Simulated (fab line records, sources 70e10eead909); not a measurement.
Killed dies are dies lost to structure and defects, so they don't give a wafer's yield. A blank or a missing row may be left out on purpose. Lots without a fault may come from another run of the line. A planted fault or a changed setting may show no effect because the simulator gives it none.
A struck lot beside a sound one | flow nand_harc | 23 steps out of a route of 1302
Sound: wafers L756.1, L756.2, L756.4. Struck: wafers L772.3, L772.4, L772.6. The cause comes at the end.
At each step with rows: each side's tool, then ch and its chambers, then its first start. Under that, the readings that differ: sound wafers | struck wafers | difference of the means | sigmas: that difference in standard deviations of wafers without a fault.
alike: readings whose means differ by less than 2 such deviations, and words and numbers that are the same on both sides. not compared: withheld readings, readings that some wafer has no value for, bounds like >300 that may hide the same value, and numbers for which the record gives no deviation and whose values overlap.
The two part at a step that has a row with sigmas, a row that says differs or no value, or rows on one side only. Numbers that don't overlap but have no deviation are shown without sigmas and don't part them. A reading that every wafer of one side lacks parts them only if that side has two wafers or more.

NHARC_P_CONTACT_DEP_00: deposits SiO2, target thk 500 nm.
  sound on pecvd-01 ch 0,1,2; struck on pecvd-03 ch 1,2
  alike: heater_power_w, throttle_valve_pct
NHARC_P_CONTACT_CMP_01: polishes SiO2, target thk 200 nm.
  sound on cmp-02 ch 0,1,3, day 7 19:01; struck on cmp-04 ch 1,2, day 15 03:00
  alike: motor_current_A, slurry_flow_ml_min
then, 9 steps without rows for these wafers: NHARC_P_CONTACT_SRD_03; NHARC_P_CONTACT_DEHYDRATE_04 (time 120 s); NHARC_P_CONTACT_HMDS_05 (time 30 s); NHARC_P_CONTACT_COAT_33 (time 75 s); NHARC_P_CONTACT_COAT_34 (time 65 s); NHARC_P_CONTACT_COAT_06 (resist thk 90 nm); NHARC_P_CONTACT_SOFTBAKE_07 (time 55 s); NHARC_P_CONTACT_EBR_08; NHARC_P_CONTACT_EXPOSE_09 (exposes mask P CA, target cd 90 nm).
NHARC_P_CONTACT_PEB_10: peb time 65 s.
  sound on litho_track-06 ch 0, day 7 19:46; struck on litho_track-06 ch 0, day 15 03:46
  alike: resist_line_temp_C
then, 1 step without rows for these wafers: NHARC_P_CONTACT_DEVELOP_11 (develop time 35 s).
NHARC_P_CONTACT_CD_MEAS_12: target cd 90 nm.
  sound on cd_sem-02 ch 0, day 7 19:50; struck on cd_sem-02 ch 0, day 15 03:52
  reading    | sound          | struck            | difference | sigmas
  cd_nm (nm) | 90.9 89.0 90.1 | 110.6 109.5 111.0 | +20.4      | +32
NHARC_P_CONTACT_OVL_MEAS_13:
  sound on overlay-02, day 7 19:55; struck on overlay-02, day 15 03:56
  alike: overlay_x_nm, overlay_y_nm
NHARC_P_CONTACT_INSPECT_14:
  sound on defect_inspect-02, day 7 19:58; struck on defect_inspect-01, day 15 03:59
  alike: raw_defect_count
NHARC_P_CONTACT_DESCUM_17: chemistry O2, time 3 s.
  sound on rie_diel-06 ch 0,1,3, day 7 20:01; struck on rie_diel-06 ch 0,2, day 15 04:02
  reading                    | sound             | struck            | difference | sigmas
  model.P_CONTACT.cd_nm (nm) | 90.74 89.47 89.62 | 110.5 109.4 110.7 | +20.3      |
  alike: drypump_motor_current_A, o2_flow_sccm, oes_product_au, rf_vpp_V, showerhead_plenum_p_Torr, throttle_valve_pct
  not compared: rf_hours_counter_h
NHARC_P_CONTACT_ETCH_35: etches the open film in CF4, target depth 39 nm, time 65 s.
  sound on rie_diel-06 ch 1,2,3, day 7 20:07; struck on rie_diel-06 ch 0,2, day 15 04:07
  alike: drypump_motor_current_A, oes_product_au, rf_vpp_V, showerhead_plenum_p_Torr, throttle_valve_pct
  not compared: rf_hours_counter_h
NHARC_P_CONTACT_ETCH_36: etches the open film in N2/H2, target depth 260 nm, time 406.25 s.
  sound on rie_diel-06 ch 1,2,3; struck on rie_diel-06 ch 1,2,3
  alike: drypump_motor_current_A, oes_product_au, rf_vpp_V, showerhead_plenum_p_Torr, throttle_valve_pct
  not compared: rf_hours_counter_h
NHARC_P_CONTACT_ETCH_18: etches the open film in C4F8/O2/Ar, target depth 481 nm, time 240.5 s.
  sound on rie_diel-06 ch 0,1,3; struck on rie_diel-06 ch 1,2
  alike: oes_product_au, rf_vpp_V
  not compared: rf_hours_counter_h
then, 1 step without rows for these wafers: NHARC_P_CONTACT_STRIP_37 (strips in C4F8/O2/Ar).
NHARC_P_CONTACT_ETCH_31: etches the open film in CH3F/O2, target depth 30 nm, time 85.7 s.
  sound on rie_diel-06 ch 1,2,3; struck on rie_diel-06 ch 2,3
  reading                    | sound            | struck          | difference | sigmas
  model.P_CONTACT.cd_nm (nm) | 90.82 91.5 90.58 | 111.6 107 108.8 | +18.2      |
  alike: drypump_motor_current_A, o2_flow_sccm, oes_product_au, rf_vpp_V, showerhead_plenum_p_Torr, throttle_valve_pct
  not compared: rf_hours_counter_h
NHARC_P_CONTACT_CD_MEAS_19:
  sound on cd_sem-01, day 7 20:53; struck on cd_sem-03, day 15 05:17
  reading    | sound          | struck            | difference | sigmas
  cd_nm (nm) | 90.6 91.4 90.6 | 111.6 107.0 108.9 | +18.3      | +10

WHERE THEY PART
First at NHARC_P_CONTACT_CD_MEAS_12; last, within this record, at NHARC_P_CONTACT_CD_MEAS_19.

WHY: what the simulator had put in
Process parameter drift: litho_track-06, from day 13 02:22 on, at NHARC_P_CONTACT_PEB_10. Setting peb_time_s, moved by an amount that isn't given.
